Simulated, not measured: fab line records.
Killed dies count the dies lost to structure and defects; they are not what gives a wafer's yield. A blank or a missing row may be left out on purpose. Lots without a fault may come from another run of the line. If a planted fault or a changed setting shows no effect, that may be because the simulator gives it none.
Comparing a struck lot with a sound one    flow n5Finfet    32 steps out of a route of 1938
Sound: wafers L130.1, L130.5, L130.6. Struck: wafer L119.4. (L119.5, L119.6 of the same lot were not struck and are left out.) The cause comes at the end.
At each step with rows: each side's tool, then ch and its chambers, then its first start. Under that, the readings that differ: sound wafers    struck wafers    difference of the means    sigmas: that difference in standard deviations of wafers without a fault.
alike: readings with means less than 2 such deviations apart, plus words and numbers identical on both sides. not compared: withheld readings, readings lacking a value on some wafer, bounds such as >300 that could conceal the same value, and numbers that have no deviation in the record and whose values overlap.
Wherever a step has rows on one side only, a row that says differs or no value, or a row with sigmas, the two part there. Non-overlapping numbers with no deviation appear without sigmas and do not part them. A reading that every wafer of one side lacks parts them only if that side has two wafers or more.

first, 12 steps without rows for these wafers: N5_HKMG_FIN_DESCUM_53 (chemistry O2, time 7.9 s); N5_HKMG_FIN_ETCH_54 (etches SiARC in CF4, target depth 45.5 nm, time 75.8 s); N5_HKMG_FIN_ETCH_55 (etches SOC in N2/H2, target depth 240 nm, time 300 s); N5_HKMG_FIN_STRIP_56 (strips in N2/H2); N5_HKMG_FIN_STRIP_57 (strips in CF4); N5_HKMG_FIN_ETCH_58 (etches SOC in N2/H2, target depth 215.8 nm, time 741 s); N5_HKMG_FIN_STRIP_93 (strips SOC in N2/H2, time 20 s); N5_HKMG_FIN_WET_ETCH_76 (etches Al2O3 in dNH4OH, stops on La2O3, target depth 2.25 nm, rinse time 30 s); N5_HKMG_FIN_STRIP_60 (strips in N2/H2, time 360 s); N5_HKMG_FIN_WET_ETCH_77 (etches La2O3 in dHCl, stops on HfO2, target depth 2 nm); N5_HKMG_FIN_WET_ETCH_78 (etches Al2O3 in dNH4OH, stops on La2O3, target depth 4.5 nm, rinse time 30 s); N5_HKMG_FIN_ALD_79 (deposits TiN, target thk 1.5 nm, pulse time 1 s, purge time 3 s).
N5_HKMG_FIN_CVD_62: deposits a-Si from Si2H6, target thk 3 nm, time 20.8 s.
  sound on thermalCvdSi-02 ch 0,1,2, day 9 15:21; struck on thermalCvdSi-02 ch 0, day 6 16:08
  alike: heaterPowerW
then, 15 steps without rows for these wafers: N5_HKMG_FIN_RTA_80 (time 2 s); N5_HKMG_FIN_PRECLEAN_64 (cleans in dHF, time 30 s); N5_HKMG_FIN_WET_ETCH_65 (etches a-Si in TMAH, stops on TiN, time 49 s, target depth 3 nm); N5_HKMG_FIN_WET_ETCH_81 (etches TiN in SC1, stops on HfO2, time 57 s, target depth 6 nm); N5_HKMG_FIN_WET_ETCH_82 (etches La2O3 in dHCl, stops on HfO2, target depth 2 nm, rinse time 30 s); N5_HKMG_FIN_ALD_36 (deposits TiN, target thk 1 nm, pulse time 1 s, purge time 3 s); N5_HKMG_FIN_PWFM_ALD_03 (deposits TiN, target thk 2 nm, pulse time 1 s, purge time 3 s); N5_HKMG_FIN_COAT_29 (time 60 s, resist thk 300 nm); N5_HKMG_FIN_COAT_30 (time 60 s, resist thk 35 nm); N5_HKMG_FIN_COAT_06 (resist thk 90 nm); N5_HKMG_FIN_EBR_08; N5_HKMG_FIN_SOFTBAKE_07 (time 60 s); N5_HKMG_FIN_EXPOSE_09 (exposes mask NWFM); N5_HKMG_FIN_PEB_10 (peb time 60 s); N5_HKMG_FIN_DEVELOP_11 (develop time 30 s).
N5_HKMG_FIN_INSPECT_14: inspects for defects (macro).
  sound on defectInspect-01, day 9 17:08; struck on defectInspect-01, day 6 17:45
reading         sound  struck  difference  sigmas
rawDefectCount  3 3 4  >300    differs     
then, 1 step without rows for these wafers: N5_HKMG_FIN_DESCUM_17 (chemistry O2, time 7.9 s).
-- the record jumps here: 4 days lie between the struck wafers' starts before and after (it left off in module HKMG_FIN and takes up again in module BEOL_M4, whose first step shown is number 1111 of the route) --
N5_BEOL_M4_RC_MEAS_101:
  sound on prober-01 ch 0, day 13 16:06; struck on prober-02 ch 0, day 11 01:34
reading        sound           struck  difference  sigmas
DIBL_N (mV/V)  37.3 36.3 37.2  32.5    -4.4        -3
SS_N (mV/dec)  71.5 71.8 71.8  70.3    -1.4        -2
  alike: DIBL_P, IOFF_N, IOFF_P, ION_N, ION_P, SS_P, VT_N, VT_P
-- the record jumps here: 4 days lie between the struck wafers' starts before and after (it left off in module BEOL_M4 and takes up again in module PASSIVATION, whose first step shown is number 1936 of the route) --
N5_PASSIVATION_PROBE_49:
  the record has rows for the struck wafers here (prober-02, day 15 11:57) and none for the sound ones

## WHERE THEY PART
First at N5_HKMG_FIN_INSPECT_14; last, within this record, at N5_PASSIVATION_PROBE_49.

WHY: what had been put in by the simulator
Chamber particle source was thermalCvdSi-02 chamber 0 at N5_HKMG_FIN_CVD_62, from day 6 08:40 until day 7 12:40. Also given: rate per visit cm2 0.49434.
